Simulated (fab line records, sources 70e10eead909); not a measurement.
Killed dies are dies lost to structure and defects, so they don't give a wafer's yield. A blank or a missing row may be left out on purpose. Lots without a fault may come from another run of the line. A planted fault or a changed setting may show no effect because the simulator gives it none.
Which tool did it? | flow nand_harc | 12 lots, 36 wafers sampled, at 1 step of a route of 1302

WHAT THE GAUGES READ, wafer by wafer
NHARC_P_BONDPAD_OVL_MEAS_38.
lot  | measured     | on         | overlay_x_nm (nm)
L075 | day 7 00:58  | overlay-01 | 1 2 2
L077 | day 7 20:35  | overlay-01 | 0 0 1
L079 | day 8 23:01  | overlay-02 | -6 -5 -5
L081 | day 9 13:22  | overlay-02 | -5 -4 -6
L083 | day 10 15:08 | overlay-02 | -3 -4 -3
L084 | day 11 07:10 | overlay-01 | 0 0 1
L087 | day 11 23:14 | overlay-01 | -2 -2 -2
L089 | day 12 21:17 | overlay-02 | 1 1 1
L091 | day 13 20:31 | overlay-02 | -3 -2 -2
L093 | day 14 12:08 | overlay-02 | -3 -3 -3
L094 | day 15 10:22 | overlay-01 | -5 -5 -5
L097 | day 16 13:09 | overlay-02 | 0 0 0

WHICH TOOL RAN EACH LOT (tool, then ch and the chambers of the sampled wafers, then the start)
The record holds no process step before these readings.

THE ANSWER, worked out from the rows above alone
Rule: what is usual is taken from the lots themselves. Put in order of their means at a reading, lots are off if they are a third of the lots or fewer, leave a main group of 4 or more, and stand apart from it by a gap of 3 or more times the standard deviation of the main group's means; of several such gaps the widest counts. A main group whose means are all the same, to the digits that the tables above print for the reading, isn't used. A lot without any number at a reading at which 4 lots or more have one is off too. The other lots that the step has rows for count as sound.
No lot is off at any reading shown: from this, nothing can be told.

WHAT THE SIMULATOR HAD PUT IN
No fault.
